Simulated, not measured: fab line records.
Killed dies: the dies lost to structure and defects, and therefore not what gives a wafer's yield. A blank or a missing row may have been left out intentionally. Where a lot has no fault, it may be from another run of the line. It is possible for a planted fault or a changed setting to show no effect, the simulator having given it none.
Which tool did it? || flow nandHarc || 15 lots with 45 wafers sampled at 4 steps, on a route of 1302 steps

== WHAT THE GAUGES SHOWED, per wafer ==
NHARC_A_ONON_D1_THK_MEAS_02: measures by ellipsometry.
{"lot": "L246", "measured": "day 7 23:16", "on": "filmMetro-02", "thkNm (nm)": "989 989 989"}
{"lot": "L248", "measured": "day 8 15:27", "on": "filmMetro-01", "thkNm (nm)": "981 981 983"}
{"lot": "L249", "measured": "day 9 05:01", "on": "filmMetro-02", "thkNm (nm)": "1003 1006 1004"}
{"lot": "L250", "measured": "day 9 14:31", "on": "filmMetro-01", "thkNm (nm)": "998 998 997"}
{"lot": "L251", "measured": "day 9 23:59", "on": "filmMetro-01", "thkNm (nm)": "989 988 989"}
{"lot": "L252", "measured": "day 10 07:23", "on": "filmMetro-02", "thkNm (nm)": "1005 1005 1004"}
{"lot": "L254", "measured": "day 10 22:38", "on": "filmMetro-02", "thkNm (nm)": "988 986 984"}
{"lot": "L257", "measured": "day 12 04:53", "on": "filmMetro-02", "thkNm (nm)": "995 997 996"}
{"lot": "L260", "measured": "day 13 15:34", "on": "filmMetro-02", "thkNm (nm)": "995 995 996"}
{"lot": "L262", "measured": "day 14 15:40", "on": "filmMetro-02", "thkNm (nm)": "1004 1006 1006"}
{"lot": "L261", "measured": "day 14 15:40", "on": "filmMetro-01", "thkNm (nm)": "1009 1010 1008"}
{"lot": "L263", "measured": "day 14 22:05", "on": "filmMetro-02", "thkNm (nm)": "993 994 993"}
{"lot": "L264", "measured": "day 15 14:37", "on": "filmMetro-02", "thkNm (nm)": "1006 1005 1004"}
{"lot": "L267", "measured": "day 16 14:42", "on": "filmMetro-01", "thkNm (nm)": "993 994 993"}
{"lot": "L269", "measured": "day 17 06:53", "on": "filmMetro-02", "thkNm (nm)": "1004 1000 1001"}

NHARC_A_ONON_D1_THK_MEAS_21: measures by ellipsometry.
{"lot": "L246", "measured": "day 8 10:41", "on": "filmMetro-01", "thkNm (nm)": "1013 1012 1013"}
{"lot": "L248", "measured": "day 9 04:20", "on": "filmMetro-01", "thkNm (nm)": "998 1000 999"}
{"lot": "L249", "measured": "day 9 19:31", "on": "filmMetro-02", "thkNm (nm)": "988 987 986"}
{"lot": "L250", "measured": "day 10 01:35", "on": "filmMetro-02", "thkNm (nm)": "1006 1008 1003"}
{"lot": "L251", "measured": "day 10 10:41", "on": "filmMetro-02", "thkNm (nm)": "1001 998 999"}
{"lot": "L252", "measured": "day 10 18:52", "on": "filmMetro-02", "thkNm (nm)": "1006 1006 1007"}
{"lot": "L254", "measured": "day 11 13:23", "on": "filmMetro-02", "thkNm (nm)": "999 999 997"}
{"lot": "L257", "measured": "day 12 17:44", "on": "filmMetro-02", "thkNm (nm)": "991 992 989"}
{"lot": "L260", "measured": "day 14 06:09", "on": "filmMetro-01", "thkNm (nm)": "982 983 982"}
{"lot": "L262", "measured": "day 15 03:09", "on": "filmMetro-01", "thkNm (nm)": "988 988 988"}
{"lot": "L261", "measured": "day 15 03:08", "on": "filmMetro-02", "thkNm (nm)": "998 997 999"}
{"lot": "L263", "measured": "day 15 10:08", "on": "filmMetro-01", "thkNm (nm)": "989 990 992"}
{"lot": "L264", "measured": "day 16 03:29", "on": "filmMetro-02", "thkNm (nm)": "994 994 993"}
{"lot": "L267", "measured": "day 17 01:05", "on": "filmMetro-01", "thkNm (nm)": "1006 1005 1004"}
{"lot": "L269", "measured": "day 17 17:17", "on": "filmMetro-01", "thkNm (nm)": "1016 1017 1014"}

NHARC_A_ONON_D1_THK_MEAS_27: measures by ellipsometry.
{"lot": "L246", "measured": "day 8 11:49", "on": "filmMetro-02", "thkNm (nm)": "985 981 984"}
{"lot": "L248", "measured": "day 9 05:27", "on": "filmMetro-01", "thkNm (nm)": "1009 1009 1008"}
{"lot": "L249", "measured": "day 9 20:38", "on": "filmMetro-02", "thkNm (nm)": "994 993 993"}
{"lot": "L250", "measured": "day 10 02:43", "on": "filmMetro-01", "thkNm (nm)": "999 999 998"}
{"lot": "L251", "measured": "day 10 11:50", "on": "filmMetro-02", "thkNm (nm)": "986 987 988"}
{"lot": "L252", "measured": "day 10 20:01", "on": "filmMetro-01", "thkNm (nm)": "1005 1003 1003"}
{"lot": "L254", "measured": "day 11 14:31", "on": "filmMetro-02", "thkNm (nm)": "1002 1003 1005"}
{"lot": "L257", "measured": "day 12 18:54", "on": "filmMetro-01", "thkNm (nm)": "995 995 994"}
{"lot": "L260", "measured": "day 14 07:17", "on": "filmMetro-02", "thkNm (nm)": "1014 1010 1011"}
{"lot": "L262", "measured": "day 15 04:37", "on": "filmMetro-02", "thkNm (nm)": "987 988 988"}
{"lot": "L261", "measured": "day 15 04:16", "on": "filmMetro-01", "thkNm (nm)": "1016 1014 1016"}
{"lot": "L263", "measured": "day 15 11:16", "on": "filmMetro-01", "thkNm (nm)": "1011 1012 1011"}
{"lot": "L264", "measured": "day 16 04:37", "on": "filmMetro-02", "thkNm (nm)": "979 978 981"}
{"lot": "L267", "measured": "day 17 02:14", "on": "filmMetro-01", "thkNm (nm)": "1009 1008 1009"}
{"lot": "L269", "measured": "day 17 18:25", "on": "filmMetro-02", "thkNm (nm)": "993 991 991"}

== EACH LOT AND THE TOOL THAT RAN IT (in order: tool; ch and the chambers of the sampled wafers; start) ==
{"lot": "L246", "NHARC_A_ONON_D1_ANNEAL_15": "furnace-02 ch 0, day 8 05:41"}
{"lot": "L248", "NHARC_A_ONON_D1_ANNEAL_15": "furnace-02 ch 0, day 8 23:23"}
{"lot": "L249", "NHARC_A_ONON_D1_ANNEAL_15": "furnace-03 ch 0, day 9 14:32"}
{"lot": "L250", "NHARC_A_ONON_D1_ANNEAL_15": "furnace-02 ch 0, day 9 20:37"}
{"lot": "L251", "NHARC_A_ONON_D1_ANNEAL_15": "furnace-02 ch 0, day 10 05:39"}
{"lot": "L252", "NHARC_A_ONON_D1_ANNEAL_15": "furnace-03 ch 0, day 10 13:56"}
{"lot": "L254", "NHARC_A_ONON_D1_ANNEAL_15": "furnace-02 ch 0, day 11 08:24"}
{"lot": "L257", "NHARC_A_ONON_D1_ANNEAL_15": "furnace-02 ch 0, day 12 12:44"}
{"lot": "L260", "NHARC_A_ONON_D1_ANNEAL_15": "furnace-02 ch 0, day 14 01:09"}
{"lot": "L262", "NHARC_A_ONON_D1_ANNEAL_15": "furnace-02, day 14 22:08"}
{"lot": "L261", "NHARC_A_ONON_D1_ANNEAL_15": "furnace-02, day 14 22:08"}
{"lot": "L263", "NHARC_A_ONON_D1_ANNEAL_15": "furnace-01, day 15 05:10"}
{"lot": "L264", "NHARC_A_ONON_D1_ANNEAL_15": "furnace-02 ch 0, day 15 22:34"}
{"lot": "L267", "NHARC_A_ONON_D1_ANNEAL_15": "furnace-01 ch 0, day 16 20:09"}
{"lot": "L269", "NHARC_A_ONON_D1_ANNEAL_15": "furnace-01 ch 0, day 17 12:19"}
- NHARC_A_ONON_D1_ANNEAL_15: time 3600 s.

== WHAT THE TOOLS THEMSELVES READ (means of the sampled wafers that have a number; where no wafer has one, the mark that the record gives instead) ==
NHARC_A_ONON_D1_ANNEAL_15.
{"lot": "L246", "tool": "furnace-02", "runLengthS (s)": 3632, "spikeTcBottomC (C)": 770.6, "spikeTcUpperC (C)": 748.8, "zonePowerCentrePct (%)": 12.5}
{"lot": "L248", "tool": "furnace-02", "runLengthS (s)": 3640, "spikeTcBottomC (C)": 770.1, "spikeTcUpperC (C)": 748.3, "zonePowerCentrePct (%)": 12.6}
{"lot": "L249", "tool": "furnace-03", "runLengthS (s)": 3644, "spikeTcBottomC (C)": 764.3, "spikeTcUpperC (C)": 750.1, "zonePowerCentrePct (%)": 13.4}
{"lot": "L250", "tool": "furnace-02", "runLengthS (s)": 3631, "spikeTcBottomC (C)": 770.8, "spikeTcUpperC (C)": 748.5, "zonePowerCentrePct (%)": 12.7}
{"lot": "L251", "tool": "furnace-02", "runLengthS (s)": 3645, "spikeTcBottomC (C)": 770.3, "spikeTcUpperC (C)": 749.1, "zonePowerCentrePct (%)": 12.6}
{"lot": "L252", "tool": "furnace-03", "runLengthS (s)": 3647, "spikeTcBottomC (C)": 764.5, "spikeTcUpperC (C)": 750.2, "zonePowerCentrePct (%)": 13.2}
{"lot": "L254", "tool": "furnace-02", "runLengthS (s)": 3637, "spikeTcBottomC (C)": 769.8, "spikeTcUpperC (C)": 747.5, "zonePowerCentrePct (%)": 12.6}
{"lot": "L257", "tool": "furnace-02", "runLengthS (s)": 3630, "spikeTcBottomC (C)": 769.6, "spikeTcUpperC (C)": 749.4, "zonePowerCentrePct (%)": 12.7}
{"lot": "L260", "tool": "furnace-02", "runLengthS (s)": 3632, "spikeTcBottomC (C)": 770.3, "spikeTcUpperC (C)": 749.3, "zonePowerCentrePct (%)": 12.7}
{"lot": "L262", "tool": "furnace-02", "runLengthS (s)": "-", "spikeTcBottomC (C)": "-", "spikeTcUpperC (C)": "-", "zonePowerCentrePct (%)": "-"}
{"lot": "L261", "tool": "furnace-02", "runLengthS (s)": "-", "spikeTcBottomC (C)": "-", "spikeTcUpperC (C)": "-", "zonePowerCentrePct (%)": "-"}
{"lot": "L263", "tool": "furnace-01", "runLengthS (s)": "-", "spikeTcBottomC (C)": "-", "spikeTcUpperC (C)": "-", "zonePowerCentrePct (%)": "-"}
{"lot": "L264", "tool": "furnace-02", "runLengthS (s)": 3630, "spikeTcBottomC (C)": 769.8, "spikeTcUpperC (C)": 749.0, "zonePowerCentrePct (%)": 12.7}
{"lot": "L267", "tool": "furnace-01", "runLengthS (s)": 3618, "spikeTcBottomC (C)": 770.5, "spikeTcUpperC (C)": 750.8, "zonePowerCentrePct (%)": 14.8}
{"lot": "L269", "tool": "furnace-01", "runLengthS (s)": 3620, "spikeTcBottomC (C)": 770.0, "spikeTcUpperC (C)": 750.6, "zonePowerCentrePct (%)": 14.8}

== THE ANSWER, worked out from the rows above alone ==
Rule: the usual values come from the lots themselves. Put in order of their means at a reading, lots are off if they are a third of the lots or fewer, leave a main group of 4 or more, and stand apart from it by a gap of 3 or more times the standard deviation of the main group's means; of several such gaps the widest counts. Not used: any main group whose means are identical at the precision the tables above print for the reading. Also off: a lot with no number at a reading for which 4 or more lots have one. The other lots that the step has rows for count as sound. Order of review: gauges by route order, followed by the tools' own readings, for which a lot's mean as printed above is used. At the first step where some lot is off, the reading lying furthest off is the one used; lots without a number count as furthest.
Off, at NHARC_A_ONON_D1_ANNEAL_15 on runLengthS: L262, L261, L263. Without a number there: L262, L261, L263. The main group: mean 3634 s, standard deviation 8.8.
If a tool, at that step or one of the process steps before it, ran each lot that is off and ran no sound lot following the first of them, it fits. None of those tried fits.

== WHAT WAS PUT IN BY THE SIMULATOR ==
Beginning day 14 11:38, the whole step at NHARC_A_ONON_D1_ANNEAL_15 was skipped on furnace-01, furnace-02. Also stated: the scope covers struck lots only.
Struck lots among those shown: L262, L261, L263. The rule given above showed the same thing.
